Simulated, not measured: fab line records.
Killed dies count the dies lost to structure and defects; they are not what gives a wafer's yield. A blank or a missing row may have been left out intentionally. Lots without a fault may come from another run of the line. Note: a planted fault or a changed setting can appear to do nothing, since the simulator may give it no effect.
A struck lot beside a sound one    flow nand harc    18 out of 1302 route steps
Sound: wafers L694.1, L694.3, L694.4. The struck wafers were L711.1, L711.3, L711.6. At the end, the cause is stated.
Per side, at each step with rows, come the tool, then ch with its chambers, and then its first start. Under that, the readings that differ: sound wafers    struck wafers    difference of the means    sigmas: that difference in standard deviations of wafers without a fault.
alike: readings with means less than 2 such deviations apart, plus words and numbers identical on both sides. not compared: withheld readings, readings lacking a value on some wafer, bounds such as >300 that could conceal the same value, and numbers that have no deviation in the record and whose values overlap.
Wherever a step has rows on one side only, a row that says differs or no value, or a row with sigmas, the two part there. Numbers that have no deviation but don't overlap get no sigmas and don't part them. Lack of a reading on every wafer of one side parts them only where that side has two or more wafers.

NHARC_P_GATE_CD_MEAS_46: the cd target is 720 nm.
  sound on cd sem-03 ch 0, day 5 21:34; struck on cd sem-03 ch 0, day 12 21:08
  alike: cd nm
then, 1 step without rows for these wafers: NHARC_P_GATE_HARDBAKE_47 (time 80 s).
NHARC_P_GATE_DESCUM_48: chemistry O2, time 3 s.
  sound on rie diel-03 ch 1,2,3, day 5 21:44; struck on rie diel-07 ch 0,1, day 12 21:17
  alike: drypump motor current A, oes product au, rf vpp V, showerhead plenum p Torr, throttle valve pct
  not compared: rf hours counter h
next, for these wafers, 1 step has no rows: NHARC_P_GATE_IMPLANT_49.
NHARC_P_GATE_STRIP_111: strips in N2/H2, time 250 s.
  sound on plasma asher-02 ch 0,1, day 5 22:08; struck on plasma asher-01 ch 0,1, day 12 21:47
  alike: drypump motor current A, heater power w
  not compared: rf hours counter h
NHARC_P_GATE_STRIP_75: strips in O2.
  sound on plasma asher-02 ch 0,1, day 5 22:24; struck on plasma asher-01 ch 0,1, day 12 22:02
  alike: drypump motor current A, heater power w
  not compared: rf hours counter h
then, 6 steps without rows for these wafers: NHARC_P_GATE_STRIP_50 (strips in SPM, time 900 s); NHARC_P_GATE_DEHYDRATE_51 (time 120 s); NHARC_P_GATE_HMDS_52 (time 30 s); NHARC_P_GATE_COAT_53; NHARC_P_GATE_SOFTBAKE_54 (time 95 s); NHARC_P_GATE_EBR_55.
NHARC_P_GATE_EXPOSE_56: exposes mask P PSD, target cd 720 nm.
  sound on krf scanner-04 ch 0, day 5 23:13; struck on krf scanner-03 ch 0, day 12 22:40
reading               sound                 struck                difference  sigmas
exposure dose mJ cm2  14.807 14.819 14.807  15.713 15.723 15.701  +0.901      +64
  alike: mask
then, 2 steps without rows for these wafers: NHARC_P_GATE_PEB_57 (peb time 85 s); NHARC_P_GATE_DEVELOP_58 (time 70 s).
NHARC_P_GATE_CD_MEAS_59: the cd target is 720 nm.
  sound on cd sem-01 ch 0, day 5 23:22; struck on cd sem-01 ch 0, day 12 22:50
reading     sound              struck             difference  sigmas
cd nm (nm)  717.0 718.8 716.6  728.2 726.2 729.0  +10.3       +4
then, 1 step without rows for these wafers: NHARC_P_GATE_HARDBAKE_60 (time 80 s).
-- break in the record here, with 19 days between the starts of the struck wafers on either side (left off in module P_GATE, picked up again in module END, where the first step shown is number 1302 on the route) --
NHARC_END_SORT_01:
  sound on prober-01 ch 0, day 24 15:40; struck on prober-01 ch 0, day 31 15:22
  alike: killed at array, killed at other, killed at periphery, killed dies, killed open, killed short

WHERE THEY PART
Earliest at NHARC_P_GATE_EXPOSE_56; latest, in this record, at NHARC_P_GATE_CD_MEAS_59. Later steps at which nothing parts them and some readings are alike: NHARC_END_SORT_01.

WHY: whatever the simulator had introduced
Process parameters drifting: krf scanner-03 at NHARC_P_GATE_EXPOSE_56, beginning at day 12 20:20. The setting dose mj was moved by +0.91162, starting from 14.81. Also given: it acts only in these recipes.
